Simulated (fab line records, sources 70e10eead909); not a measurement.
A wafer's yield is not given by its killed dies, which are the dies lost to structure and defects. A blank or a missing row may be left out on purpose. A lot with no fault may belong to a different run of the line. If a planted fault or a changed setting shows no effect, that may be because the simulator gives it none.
The same fault as seen by 2 desks ; flow nand-harc ; what lay behind the numbers comes last; until then each desk has only its own

== FOR THE TOOL OWNER'S DESK: litho-track-04 ==
The tool's own readings at NHARC_P_M2_PEB_07 (peb time 65 s): means of the sampled wafers that have a number, for each lot that ran on this tool. The brackets show how far a lot's mean lies from the usual mean; more than 4 standard deviations puts the lot out of limits, marked OUT.
Columns: A = chill-plate-temp-C at NHARC_P_M2_PEB_07, usual 23.02 C; B = heater-power-total-W at NHARC_P_M2_PEB_07, usual 156.6 W; C = resist-line-temp-C at NHARC_P_M2_PEB_07, usual 23.01 C
lot;first seen here;A;B;C
L448;day 7 12:50;23.18;156.4;22.89
L447;day 7 13:28;22.77;156.7;23.11
L457;day 9 18:07;22.87;162.9 (+15) OUT;23.01
L458;day 10 00:59;22.83;163.1 (+16) OUT;23.05
Finding of this desk: L457, L458 out of limits; the first was L457 at day 9 18:07, on heater-power-total-W at NHARC_P_M2_PEB_07. Within limits: L448, L447.

== METROLOGY DESK ==
Means of the sampled wafers that have a number, per lot and without regard to the tool the lot ran on: this is what the gauges read. The brackets show how far a lot's mean lies from the usual mean; more than 4 standard deviations puts the lot out of limits, marked OUT.
Columns: A = cd-nm at NHARC_P_M2_CD_MEAS_09, usual 170.2 nm
lot;first seen here;A
L443;day 5 23:13;169.7
L445;day 6 22:28;170.3
L446;day 6 22:29;170.6
L448;day 7 12:55;170.4
L447;day 7 13:32;170.6
L454;day 9 15:02;169.8
L457;day 9 18:12;167.9 (-4.0) OUT
L458;day 10 01:04;168.1
L462;day 10 22:26;171.0
L464;day 11 09:09;170.1
L466;day 11 20:38;170.1
Finding of this desk: L457 out of limits; the first was L457 at day 9 18:12, on cd-nm at NHARC_P_M2_CD_MEAS_09. Within limits: L443, L445, L446, L448, L447, L454, L458, L462, L464, L466.

== BROUGHT TOGETHER ==
At day 9 18:07, on L457, L458, the tool owner's desk was in a position to raise an alarm.
L457 would have let the metrology desk raise an alarm at day 9 18:12.
The metrology desk holds a record of L458, inside its limits.
Of the lots named, all ran NHARC_P_M2_PEB_07 on litho-track-04.

== WHAT THE SIMULATOR HAD PUT IN ==
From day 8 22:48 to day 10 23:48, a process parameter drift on litho-track-04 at NHARC_P_M2_PEB_07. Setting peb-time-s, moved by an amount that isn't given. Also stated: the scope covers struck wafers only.
Struck lots among those shown: L457, L458.
Fault start to first reading out of limits, in hours, per desk: tool owner, 19; metrology, 19.
